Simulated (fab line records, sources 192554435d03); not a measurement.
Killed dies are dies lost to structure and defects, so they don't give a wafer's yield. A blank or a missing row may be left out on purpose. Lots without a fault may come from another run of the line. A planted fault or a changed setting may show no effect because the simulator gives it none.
fab line records | flow n5_finfet | part 2 of 2: steps 16 to 20 of 20
record lots=5 wafers=15 last_day=17
route steps=1938 shown HKMG_FIN@435
lots that met no fault: from a run of the same line without faults
start_h: hours from the record's first day to the start of the lot's first wafer shown | wait_h: hours since the lot's step before | " the same as in the row above | L1.1+2: a row that stands for several wafers | - no value, or no start given | * or withheld: withheld | < > ~ a bound
route shown NAME@n: a module of which the file shows steps, and the number in the route of the first | usual: mean/standard deviation of fault-free wafers | same: alike in all rows | chamber/n: place in a boat | sites: the reading at each site | _std_site: their standard deviation | _edge_site: outer sites' mean less inner sites' | radius_mm: how far each site lies from the wafer's centre | mask NAME#n: copy n | behind: the tool/chamber that last shaped the wafer | hold: why the lot was held/for how many hours/how that ended | device: the transistor (n, p or np) that didn't switch | end of line: the same wafers' tests at the end of the route | a step without rows: its recipe alone | killed: dies lost to structure and defects at the first sort, not the wafer's yield | map: a wafer's dies, x killed, . not, _ none there
set.NAME: the setting as run; set.NAME@STEP: as run at that earlier step | model.NAME: the simulator's own value behind a step, which no gauge read
lots at some steps of the route; a table a step, a row a wafer
services: from which hour (start_h, from the record's first day; less than 0 if before it) a tool's chamber was out of use, for how many hours, and why
## steps
# step N5_HKMG_FIN_COAT_66
# recipe resist=SOC temp_c=250 time_s=60 spin_rpm=1500 resist_thk_nm=300
# usual chill_plate_temp_C=22.99/0.1
# columns lot.wafer tool chamber start_h wait_h chill_plate_temp_C
L079.2 litho_track-05 0 108.93 0.2 22.80
L079.3 " 0 " " 22.77
L079.5 " 0 " " 22.80
L080.1 litho_track-04 0 112.47 0.2 23.07
L080.4 " 0 " " 22.92
L080.5 " 0 " " 22.95
L082.3 litho_track-05 0 126.04 0.2 23.09
L082.5 " 0 " " 23.08
L082.6 " 0 " " 23.13
L094.2 litho_track-05 0 202.64 0.2 22.99
L094.3 " 0 " " 22.72
L094.4 " 0 " " 22.93
L096.3 litho_track-01 0 208.80 0.2 22.99
L096.4 " 0 " " 22.90
L096.6 " 0 " " 22.92
# step N5_HKMG_FIN_ETCH_67
# recipe chemistry=N2/H2 target=SOC target_depth_a=3889 stop_on=TiN ion_energy_ev=100 bias_w=61 pressure_mtorr=30 source_w=850 n2_flow_sccm=200 h2_flow_sccm=200
# usual bias_w=60.98/0.16 chamber_pressure_mTorr=30.001/0.026 drypump_motor_current_A=5.7/0.45 oes_product_au=0.80/0.086 rf_vpp_V=240.7/1.3 showerhead_plenum_p_Torr=2.54/0.085 throttle_valve_pct=17.8/0.31
# columns lot.wafer tool chamber start_h wait_h bias_w chamber_pressure_mTorr drypump_motor_current_A oes_product_au rf_hours_counter_h rf_vpp_V showerhead_plenum_p_Torr throttle_valve_pct
L079.2 rie_diel-01 2 108.99 - 61.04 29.992 5.8 0.71 199 241.2 2.54 18.4
L079.3 " 3 " " 60.84 30.037 5.2 0.88 25 239.6 2.49 17.7
L079.5 " 0 " " 60.93 30.038 5.1 0.85 - 240.4 2.48 17.4
L080.1 rie_diel-01 2 112.59 - 60.98 29.988 5.8 0.71 201 240.0 2.54 18.4
L080.4 " 2 " " 60.92 29.988 5.8 0.71 - 239.2 2.54 18.4
L080.5 " 3 " " 61.01 30.023 5.2 0.87 - 240.3 2.49 17.7
L082.3 rie_diel-03 2 126.12 - 61.20 29.970 6.0 0.90 19 240.9 2.48 17.6
L082.5 " 2 " " 60.85 30.009 5.9 0.89 - 240.3 2.48 17.6
L082.6 " 3 " " 61.22 30.021 5.7 0.83 - 243.1 2.69 17.9
L094.2 rie_diel-05 3 202.70 - 60.75 30.004 5.5 0.71 200 239.4 2.52 17.9
L094.3 " 0 " " 60.89 30.037 5.6 0.79 74 242.4 2.67 17.4
L094.4 " 2 " " 60.82 29.974 6.1 0.66 233 241.7 2.63 18.1
L096.3 rie_diel-03 1 209.06 - 61.12 30.019 6.7 0.89 38 239.4 2.47 17.6
L096.4 " 3 " " 60.68 29.959 5.6 0.81 - 242.3 2.68 17.9
L096.6 " 2 " " 61.29 30.028 6.0 0.84 - 241.0 2.47 17.7
# step N5_HKMG_FIN_STRIP_90
# recipe chemistry=N2/H2 material=SOC time_s=20 power_w=500 temp_c=40 pressure_mtorr=50 rf_frequency_hz=6e+07 bias_power_w=8 h2_frac=0.5 n2_flow_sccm=300 h2_flow_sccm=300
# usual chamber_pressure_mTorr=50.00/0.044 drypump_motor_current_A=5.7/0.45 oes_product_au=0.80/0.088 rf_vpp_V=54.1/0.92 showerhead_plenum_p_Torr=3.36/0.11 throttle_valve_pct=19.0/0.43
# columns lot.wafer tool chamber start_h wait_h chamber_pressure_mTorr drypump_motor_current_A oes_product_au rf_hours_counter_h rf_vpp_V showerhead_plenum_p_Torr throttle_valve_pct
L079.2 rie_diel-01 2 109.05 0.0 49.94 5.8 0.71 199 54.4 3.35 19.8
L079.3 " 3 " " 50.04 5.2 0.89 25 53.2 3.29 18.7
L079.5 " 0 " " 49.96 5.1 0.86 - 52.9 3.28 18.4
L080.1 rie_diel-01 2 112.65 0.0 49.99 5.8 0.71 202 53.2 3.35 19.8
L080.4 " 2 " " 50.02 5.8 0.71 - 55.4 3.35 19.8
L080.5 " 3 " " 49.96 5.2 0.88 - 54.0 3.29 18.7
L082.3 rie_diel-03 2 126.18 0.0 49.96 5.9 0.90 19 53.9 3.28 18.7
L082.5 " 2 " " 50.03 5.9 0.90 - 53.8 3.28 18.8
L082.6 " 3 " " 49.98 5.7 0.84 - 56.0 3.55 19.3
L094.2 rie_diel-05 3 202.76 0.0 49.99 5.6 0.72 200 54.7 3.33 19.2
L094.3 " 0 " " 50.06 5.5 0.80 74 54.5 3.52 18.4
L094.4 " 2 " " 49.99 6.2 0.67 233 54.4 3.47 19.4
L096.3 rie_diel-03 1 209.12 0.0 50.05 6.8 0.89 39 53.6 3.27 18.8
L096.4 " 3 " " 50.05 5.7 0.81 - 54.7 3.53 19.3
L096.6 " 2 " " 49.95 5.9 0.85 - 54.4 3.27 18.8
# step N5_HKMG_FIN_WET_ETCH_73
# recipe chemistry=SC1 mix=1:2:40 temp_c=50 time_s=42.3 target_depth_nm=1.3 dry=ipa_marangoni rinse_time_s=30 rinse_temp_c=23
# usual bath_heat_duty_pct=6.9/0.86 diw_flow_mL_min=1395/4.1
# columns lot.wafer tool chamber start_h wait_h bath_heat_duty_pct diw_flow_mL_min
L079.2 wet_bench-03 1 109.16 0.1 6.3 1401
L079.3 " 0 " " 8.0 1397
L079.5 " 5 " " 6.8 1389
L080.1 wet_bench-04 0 112.75 0.1 6.7 1394
L080.4 " 5 " " 6.2 1395
L080.5 " 6 " " 8.9 1398
L082.3 wet_bench-06 3 126.28 0.1 8.2 1394
L082.5 " 0 " " 6.5 1394
L082.6 " 5 " " 6.9 1396
L094.2 wet_bench-04 5 202.86 0.1 7.1 1395
L094.3 " 4 " " 6.0 1394
L094.4 " 3 " " 6.4 1394
L096.3 wet_bench-04 5 209.23 0.1 7.2 1396
L096.4 " 0 " " 6.0 1400
L096.6 " 1 " " 6.1 1398
# step N5_HKMG_FIN_ETCHBACK_68
# recipe chemistry=Cl2/Ar stop_on=HfO2 target_depth_a=5 pressure_mtorr=10 icp_w=600 bias_w=60 Cl2_flow_sccm=40 Ar_flow_sccm=60
# usual bias_w=60.00/0.16 chamber_pressure_mTorr=10.000/0.013 drypump_motor_current_A=6.1/0.46 he_backside_leak_sccm=3.5/0.33 oes_product_au=0.71/0.1 throttle_valve_pct=20.9/0.31
# columns lot.wafer tool chamber start_h wait_h bias_w chamber_pressure_mTorr drypump_motor_current_A he_backside_leak_sccm oes_product_au rf_hours_counter_h throttle_valve_pct
L079.2 rie_metal-02 0 109.22 0.0 60.14 10.090 6.0 3.4 0.78 34 20.9
L079.3 " 1 " " 60.07 9.994 5.1 3.4 0.59 - 21.2
L079.5 " 0 " " 59.95 9.972 6.0 3.4 0.79 - 20.9
L080.1 rie_metal-01 1 112.81 0.0 59.96 9.990 6.5 3.4 0.61 118 21.3
L080.4 " 1 " " 60.03 10.004 6.5 3.4 0.61 - 21.3
L080.5 " 1 " " 60.03 9.993 6.5 3.5 0.61 - 21.3
L082.3 rie_metal-02 1 126.38 0.1 59.90 10.006 5.1 3.5 0.60 - 21.1
L082.5 " 1 " " 59.99 9.998 5.1 3.6 0.59 - 21.2
L082.6 " 0 " " 60.10 9.982 6.0 3.4 0.79 - 20.9
L094.2 rie_metal-01 0 202.93 0.0 59.86 10.006 6.4 3.4 0.73 50 20.7
L094.3 " 1 " " 60.09 10.003 6.5 3.5 0.61 - 21.3
L094.4 " 0 " " 59.93 10.001 6.4 3.6 0.74 - 20.8
L096.3 rie_metal-03 1 209.33 0.1 59.85 9.975 5.9 3.3 0.87 - 20.4
L096.4 " 0 " " 59.79 9.986 5.6 3.6 0.69 - 21.1
L096.6 " 1 " " 59.92 9.996 5.9 3.3 0.87 - 20.4
## services
# columns tool chamber start_h hours kind
plasma_asher-01 - 84.38 1.2 repair
plasma_asher-01 - 88.71 1.4 repair
rie_diel-01 1 94.09 2.9 repair
rie_diel-05 0 122.16 10.0 repair
rie_diel-03 - 128.90 15.6 pm
ald_metal-03 0 141.07 13.3 repair
ald_metal-03 2 157.12 6.8 repair
litho_track-01 - 161.72 - consumable_replace:filter
rie_diel-03 0 168.28 7.7 repair
litho_track-01 - 175.14 - consumable_replace:filter
ald_metal-03 1 177.29 10.4 repair
rie_diel-01 - 178.16 0.7 repair
plasma_asher-02 - 184.82 2.1 repair
rie_diel-03 0 190.42 - clean
rie_diel-03 0 190.42 - consumable_replace:esc
rie_diel-03 0 190.42 - consumable_replace:focus_ring
rie_diel-03 0 190.42 - consumable_replace:showerhead
rie_diel-03 0 190.42 35.4 scheduled_down
rie_diel-03 0 190.42 35.4 vent_cycle
wet_bench-06 - 205.46 2.0 repair
rie_metal-02 1 208.28 - clean
rie_metal-02 1 208.28 27.7 scheduled_down
rie_metal-02 1 208.28 27.7 vent_cycle
